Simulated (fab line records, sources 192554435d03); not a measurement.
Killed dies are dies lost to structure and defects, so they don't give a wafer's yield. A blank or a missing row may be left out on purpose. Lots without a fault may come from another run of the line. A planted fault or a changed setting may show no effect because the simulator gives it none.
Split-lot experiment | flow n5_finfet | 7 lots, 21 wafers read, on a route of 1938 steps

THE SPLIT
At N5_FIN_SAQP_DESCUM_21 (chemistry O2, time 7.9 s), the setting time_s was moved away from the recipe's 7.9 s on 7 of the 21 wafers read, by -22.0% to +14.0%. The other wafers ran this setting at the recipe's value.

The file shows no step between the split and the reading.

THE READING
CAR-ArF_of_FIN_SAQP_COAT_10.thk_nm (the simulator's own value, which no gauge read), in nm, at N5_FIN_SAQP_ETCH_51 (etches SiARC in CF4, target depth 45.5 nm, time 75.8 s). The file gives no usual value for it. The 14 wafers here that ran the recipe average 50.70 nm, standard deviation 0.23 nm.

wafer  | tool, chamber at the split | time_s as run, s | against the recipe | CAR-ArF_of_FIN_SAQP_COAT_10.thk_nm, nm | against lot-mates on the recipe
L074.1 | rie_diel-03, 1             | 7.9              | recipe             | 50.68                                  | -
L074.3 | rie_diel-03, 0             | 7.9              | recipe             | 50.8                                   | -
L074.5 | rie_diel-03, 3             | 6.87             | -13.0%             | 51.39                                  | +0.65
L076.1 | rie_diel-01, 0             | 7.9              | recipe             | 50.97                                  | -
L076.4 | rie_diel-01, 3             | 7.9              | recipe             | 50.7                                   | -
L076.5 | rie_diel-01, 1             | 6.164            | -22.0%             | 52.06                                  | +1.23
L077.1 | rie_diel-04, 2             | 7.9              | recipe             | 51.22                                  | -
L077.4 | rie_diel-04, 0             | 9.003            | +14.0%             | 50.16                                  | -0.97
L077.5 | rie_diel-04, 2             | 7.9              | recipe             | 51.04                                  | -
L080.1 | rie_diel-01, 3             | 7.9              | recipe             | 50.77                                  | -
L080.2 | rie_diel-01, 1             | 7.9              | recipe             | 50.59                                  | -
L080.6 | rie_diel-01, 3             | 7.9              | recipe             | 50.68                                  | -
L082.1 | rie_diel-03, 2             | 8.528            | +7.9%              | 50.14                                  | -0.37
L082.4 | rie_diel-03, 0             | 7.9              | recipe             | 50.51                                  | -
L082.6 | rie_diel-03, 0             | 8.528            | +7.9%              | 50.24                                  | -0.27
L083.4 | rie_diel-01, 0             | 7.9              | recipe             | 50.51                                  | -
L083.5 | rie_diel-01, 2             | 7.9              | recipe             | 50.52                                  | -
L083.6 | rie_diel-01, 1             | 7.9              | recipe             | 50.48                                  | -
L086.3 | rie_diel-01, 3             | 6.76             | -14.4%             | 51.58                                  | +1.18
L086.4 | rie_diel-01, 0             | 7.9              | recipe             | 50.4                                   | -
L086.5 | rie_diel-01, 2             | 6.76             | -14.4%             | 51.12                                  | +0.72

THE FIT
A straight line over all 21 wafers: CAR-ArF_of_FIN_SAQP_COAT_10.thk_nm changes by -0.0526 nm for each +1% of time_s; r = -0.89; the points scatter about the line by 0.22 nm.
The same after taking each lot's own level away (the mean of its wafers on the recipe; 21 wafers): -0.0584 nm for each +1%; r = -0.97; scatter 0.12 nm.
On that fit, the largest move of time_s shifts the reading by 1.3 nm.
The lots' own levels span 50.400 to 51.130 nm, that is 3.2 times the standard deviation above.
So the lot-to-lot level changes the slope little: the two slopes agree.
Check: with one of the wafers moved furthest among these (-22.0%) left out of the fit, the line predicts +1.33 nm for it against its lot-mates. It came out at +1.23 nm against them.

OTHER SPLITS ON THESE WAFERS
These wafers also went through other splits before the reading. Each is held against what the fit with the lots' levels taken away leaves over:
other split on the same wafers            | wafers away from the commonest value | r with CAR-ArF_of_FIN_SAQP_COAT_10.thk_nm (lot level and that fit taken away)
N5_ZERO_LAYER_EXPOSE_08 dose_mj           | 11                                   | +0.00
N5_ZERO_LAYER_DESCUM_16 time_s            | 6                                    | -0.23
N5_PMOS_HMC_CHANNEL_EPI_PEB_07 peb_temp_c | 8                                    | +0.22
N5_PMOS_HMC_CHANNEL_EPI_ETCH_38 bias_w    | 8                                    | +0.01

THE WHOLE CHAIN: every reading that the file lists as answering this split, in the file's order
step                  | what it does                                           | reading                                                                             | change (the file's fit)                | r (the file's)
N5_FIN_SAQP_DESCUM_21 | chemistry O2, time 7.9 s                               | CAR-ArF_of_FIN_SAQP_COAT_10.thk_nm (the simulator's own value, which no gauge read) | -0.0535 nm for each +1% of the setting | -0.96
N5_FIN_SAQP_ETCH_51   | etches SiARC in CF4, target depth 45.5 nm, time 75.8 s | CAR-ArF_of_FIN_SAQP_COAT_10.thk_nm (the simulator's own value, which no gauge read) | -0.0581 nm for each +1% of the setting | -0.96

THE FILE'S OWN FIT
CAR-ArF_of_FIN_SAQP_COAT_10.thk_nm changes by -0.0581 nm for each +1% of time_s, r = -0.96.
